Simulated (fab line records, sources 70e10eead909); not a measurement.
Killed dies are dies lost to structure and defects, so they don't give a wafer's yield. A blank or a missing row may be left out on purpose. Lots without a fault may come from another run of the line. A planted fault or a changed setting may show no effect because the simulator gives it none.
A struck lot beside a sound one | flow nand_harc | 43 steps out of a route of 1159
Sound: wafers L800.1, L800.5, L800.6. Struck: wafers L790.2, L790.3, L790.4. The cause comes at the end.
At each step with rows: each side's tool, then ch and its chambers, then its first start. Under that, the readings that differ: sound wafers | struck wafers | difference of the means | sigmas: that difference in standard deviations of wafers without a fault.
alike: readings whose means differ by less than 2 such deviations, and words and numbers that are the same on both sides. not compared: withheld readings, readings that some wafer has no value for, bounds like >300 that may hide the same value, and numbers for which the record gives no deviation and whose values overlap.
The two part at a step that has a row with sigmas, a row that says differs or no value, or rows on one side only. Numbers that don't overlap but have no deviation are shown without sigmas and don't part them. A reading that every wafer of one side lacks parts them only if that side has two wafers or more.

first, 6 steps without rows for these wafers: NHARC_A_M1_PRE_CLEAN_30 (time 30 s); NHARC_A_M1_PVD_20 (deposits TaN, target thk 5 nm, time 8.06 s); NHARC_A_M1_PVD_21 (deposits Cu, target thk 30 nm, time 20.49 s); NHARC_A_M1_ECD_22 (material Cu, target thk 400 nm); NHARC_A_M1_ANNEAL_31 (time 90 s); NHARC_A_M1_CMP_23 (polishes, t overpolish 20 s, target thk 154.34 nm).
NHARC_A_M1_THK_MEAS_24: measures by xrf.
  sound on film_metro-02, day 22 06:21; struck on film_metro-02, day 19 04:31
  alike: thk_nm
then, 1 step without rows for these wafers: NHARC_A_M1_SRD_25.
NHARC_A_M1_INSPECT_27:
  sound on defect_inspect-02, day 22 06:30; struck on defect_inspect-01, day 19 04:40
  alike: raw_defect_count
then, 2 steps without rows for these wafers: NHARC_A_M1_PRE_CLEAN_32 (time 12 s); NHARC_A_M1_DEP_33 (deposits SiCN, target thk 30 nm).
NHARC_A_BONDPAD_DEP_00: deposits SiCN, target thk 250 nm.
  sound on pecvd-02 ch 1,2, day 22 07:18; struck on pecvd-01 ch 0,1, day 19 05:22
  alike: heater_power_outer_w, heater_power_w
then, 1 step without rows for these wafers: NHARC_A_BONDPAD_CMP_29 (polishes SiCN, target thk 200 nm).
NHARC_A_BONDPAD_THK_MEAS_30: measures by ellipsometry.
  sound on film_metro-02, day 22 07:55; struck on film_metro-01, day 19 06:04
  alike: thk_nm
then, 10 steps without rows for these wafers: NHARC_A_BONDPAD_SRD_31; NHARC_A_BONDPAD_DEHYDRATE_01 (time 120 s); NHARC_A_BONDPAD_HMDS_02 (time 30 s); NHARC_A_BONDPAD_COAT_33 (time 65 s); NHARC_A_BONDPAD_COAT_03 (resist thk 600 nm); NHARC_A_BONDPAD_SOFTBAKE_04 (time 70 s); NHARC_A_BONDPAD_EBR_05; NHARC_A_BONDPAD_EXPOSE_06 (exposes mask A BPAD); NHARC_A_BONDPAD_PEB_07 (peb time 80 s); NHARC_A_BONDPAD_DEVELOP_08 (time 50 s).
NHARC_A_BONDPAD_CD_MEAS_09: target cd 500 nm.
  sound on cd_sem-03 ch 0, day 22 08:29; struck on cd_sem-02 ch 0, day 19 06:38
  alike: cd_nm
NHARC_A_BONDPAD_OVL_MEAS_35:
  sound on overlay-02, day 22 08:35; struck on overlay-01, day 19 06:43
  alike: overlay_x_nm, overlay_y_nm
then, 2 steps without rows for these wafers: NHARC_A_BONDPAD_HARDBAKE_10 (time 65 s); NHARC_A_BONDPAD_DESCUM_11 (chemistry O2, time 3 s).
NHARC_A_BONDPAD_ETCH_34: etches the open film in N2/H2, target depth 60 nm, overetch 18 nm, time 65.91 s.
  sound on rie_diel-06 ch 0,2,3, day 22 08:49; struck on rie_diel-06 ch 0,1,2, day 19 06:55
  alike: drypump_motor_current_A, h2_flow_sccm, oes_product_au, rf_vpp_V, showerhead_plenum_p_Torr, throttle_valve_pct
  not compared: rf_hours_counter_h
NHARC_A_BONDPAD_ETCH_12: etches the open film in CHF3/O2, target depth 220 nm, time 110 s.
  sound on rie_diel-06 ch 1,2,3; struck on rie_diel-06 ch 0,1,2
  alike: drypump_motor_current_A, oes_product_au, rf_vpp_V, showerhead_plenum_p_Torr, throttle_valve_pct
  not compared: rf_hours_counter_h
NHARC_A_BONDPAD_CD_MEAS_13:
  sound on cd_sem-02, day 22 09:01; struck on cd_sem-03, day 19 07:10
  alike: cd_nm
then, 4 steps without rows for these wafers: NHARC_A_BONDPAD_STRIP_15 (strips in O2); NHARC_A_BONDPAD_ETCH_24 (etches the open film in CF4/N2, target depth 30 nm, time 72.99 s); NHARC_A_BONDPAD_STRIP_16 (strips in post etch residue remover, time 600 s); NHARC_A_BONDPAD_DEGAS_25 (time 60 s).
NHARC_A_BONDPAD_PRE_CLEAN_26: time 30 s.
  sound on pvd_sputter-02; struck on pvd_sputter-03
  alike: heater_power_w
NHARC_A_BONDPAD_PVD_17: deposits TaN, target thk 5 nm, time 8.06 s.
  sound on pvd_sputter-02; struck on pvd_sputter-03
  alike: chamber_pressure_pa, throttle_valve_pct
NHARC_A_BONDPAD_PVD_27: deposits Cu, target thk 30 nm, time 20.49 s.
  sound on pvd_sputter-02; struck on pvd_sputter-03
  alike: chamber_pressure_pa, throttle_valve_pct
then, 3 steps without rows for these wafers: NHARC_A_BONDPAD_ECD_18 (material Cu, target thk 400 nm); NHARC_A_BONDPAD_ANNEAL_28 (time 90 s); NHARC_A_BONDPAD_CMP_19 (polishes, t overpolish 30 s, cu recess touch 16 s, target thk 169.8 nm).
NHARC_THIN_TSV_GRIND_00:
  sound on grinder-01 ch 0, day 22 21:31; struck on grinder-01 ch 0, day 19 20:43
  reading | sound | struck                                                                     | difference                   | sigmas
  hold    | - - - | await_dispo/3.1h/release await_dispo/3.1h/release await_dispo/3.1h/release | no value on the sound wafers |
  alike: head_pressure_psi, motor_current_A
NHARC_END_SORT_01:
  sound on prober-02 ch 0, day 23 14:36; struck on prober-01 ch 0, day 21 05:14
  reading                  | sound          | struck                                                                     | difference                   | sigmas
  hold                     | - - -          | await_dispo/1.9h/release await_dispo/1.9h/release await_dispo/1.9h/release | no value on the sound wafers |
  defect_limited_yield (%) | 95.9 95.4 95.0 | 83.3 84.0 85.8                                                             | -11.1                        | -7
  killed_at_array          | 27 30 30       | 109 107 94                                                                 | +74                          | +7
  killed_dies              | 28 31 34       | 113 108 96                                                                 | +75                          | +7
  sort_bin_2_pct (%)       | 1.9 1.3 2.2    | 7.7 6.5 5.9                                                                | +4.9                         | +7
  sort_bin_3_pct (%)       | 0.15 0.30 0.59 | 1.92 1.92 1.92                                                             | +1.57                        | +7
  sort_bin_4_pct (%)       | 2.1 3.0 2.2    | 7.1 7.5 6.4                                                                | +4.6                         | +5
  sort_n_pass              | 649 646 643    | 564 569 581                                                                | -75                          | -7
  sort_yield_pct (%)       | 95.9 95.4 95.0 | 83.3 84.0 85.8                                                             | -11.1                        | -7
  alike: killed_at_other, killed_at_periphery, killed_open, killed_short, sort_rim_yield_pct

WHERE THEY PART
First at NHARC_THIN_TSV_GRIND_00; last, within this record, at NHARC_END_SORT_01.

WHY: what the simulator had put in
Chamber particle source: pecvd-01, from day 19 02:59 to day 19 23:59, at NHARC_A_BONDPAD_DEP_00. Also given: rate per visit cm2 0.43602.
